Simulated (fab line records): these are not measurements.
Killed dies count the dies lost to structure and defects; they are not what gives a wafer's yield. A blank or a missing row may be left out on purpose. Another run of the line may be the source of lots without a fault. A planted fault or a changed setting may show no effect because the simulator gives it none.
Chamber matching + flow nand-harc + NHARC_P_GATE_DESCUM_48 on rie-diel-10: 4 sister chambers
The step chemistry O2, time 3 s. 16 wafers are shown with their chamber, then 8 later ones without.

## WAFERS WITH THEIR CHAMBER
| wafer  | chamber | drypump-motor-current-A (A) | oes-product-au (a.u.) | throttle-valve-pct (%) |
|--------|---------|-----------------------------|-----------------------|------------------------|
| L074.1 | 0       | 6.2                         | 0.999                 | 11.327                 |
| L074.2 | 1       | 6.1                         | 0.987                 | 11.304                 |
| L074.5 | 0       | 6.2                         | 0.992                 | 11.312                 |
| L075.3 | 0       | 6.3                         | 0.990                 | 11.314                 |
| L075.5 | 0       | 6.2                         | 0.999                 | 11.315                 |
| L075.6 | 3       | 6.1                         | 0.985                 | 11.311                 |
| L078.2 | 0       | 6.2                         | 0.989                 | 11.303                 |
| L078.4 | 1       | 6.1                         | 0.991                 | 11.311                 |
| L078.5 | 0       | 6.2                         | 0.989                 | 11.304                 |
| L081.1 | 0       | 6.2                         | 0.997                 | 11.317                 |
| L081.3 | 3       | 6.1                         | 0.991                 | 11.323                 |
| L081.4 | 2       | 6.0                         | 1.009                 | 11.319                 |
| L086.1 | 1       | 6.1                         | 0.989                 | 11.300                 |
| L086.4 | 3       | 6.1                         | 0.995                 | 11.307                 |
| L086.5 | 1       | 6.1                         | 0.987                 | 11.307                 |
| L091.1 | 1       | 6.1                         | 0.982                 | 11.306                 |

SIGNATURES (averages over the wafers above)
| reading                 | chamber 0 | chamber 1 | chamber 2 | chamber 3 | scatter within a chamber |
|-------------------------|-----------|-----------|-----------|-----------|--------------------------|
| drypump-motor-current-A | 6.214     | 6.100     | 6.000     | 6.100     | 0.0267                   |
| oes-product-au          | 0.99357   | 0.98720   | 1.00900   | 0.99033   | 0.00431                  |
| throttle-valve-pct      | 11.31314  | 11.30560  | 11.31900  | 11.31367  | 0.00709                  |
Rule: a wafer lies at a distance from a chamber equal to the root of the sum of squares, over the readings, of (its reading less the chamber's mean, divided by the reading's scatter). The wafer belongs to the nearest chamber; if the next one is less than 2 further off, it can't be placed. The scatter is the square root of a quotient: the sum, over the shown wafers, of each reading's squared deviation from its chamber's mean, divided by wafers minus chambers.

## WAFERS MISSING THEIR CHAMBER
| wafer  | drypump-motor-current-A (A) | oes-product-au (a.u.) | throttle-valve-pct (%) |
|--------|-----------------------------|-----------------------|------------------------|
| L091.5 | 6.1                         | 0.990                 | 11.320                 |
| L091.6 | 6.2                         | 0.994                 | 11.300                 |
| L095.1 | 6.2                         | 0.996                 | 11.320                 |
| L095.3 | 6.1                         | 0.991                 | 11.315                 |
| L095.4 | 6.0                         | 0.999                 | 11.296                 |
| L097.1 | 6.1                         | 0.998                 | 11.311                 |
| L097.2 | 6.2                         | 1.004                 | 11.295                 |
| L097.5 | 6.2                         | 1.003                 | 11.312                 |

## WHICH CHAMBER EACH WENT THROUGH
| wafer  | from the rows above          | in truth |
|--------|------------------------------|----------|
| L091.5 | can't be placed: 3 or 1      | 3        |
| L091.6 | 0                            | 0        |
| L095.1 | 0                            | 0        |
| L095.3 | can't be placed: 3 or 1      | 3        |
| L095.4 | can't be placed: 2 or 1 or 3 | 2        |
| L097.1 | can't be placed: 3 or 1      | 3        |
| L097.2 | 0                            | 0        |
| L097.5 | 0                            | 0        |
Correct placement for 4 of the 8. Not placeable from these rows: 4 (in 4, the candidates include the true chamber). Wrongly placed: 0.
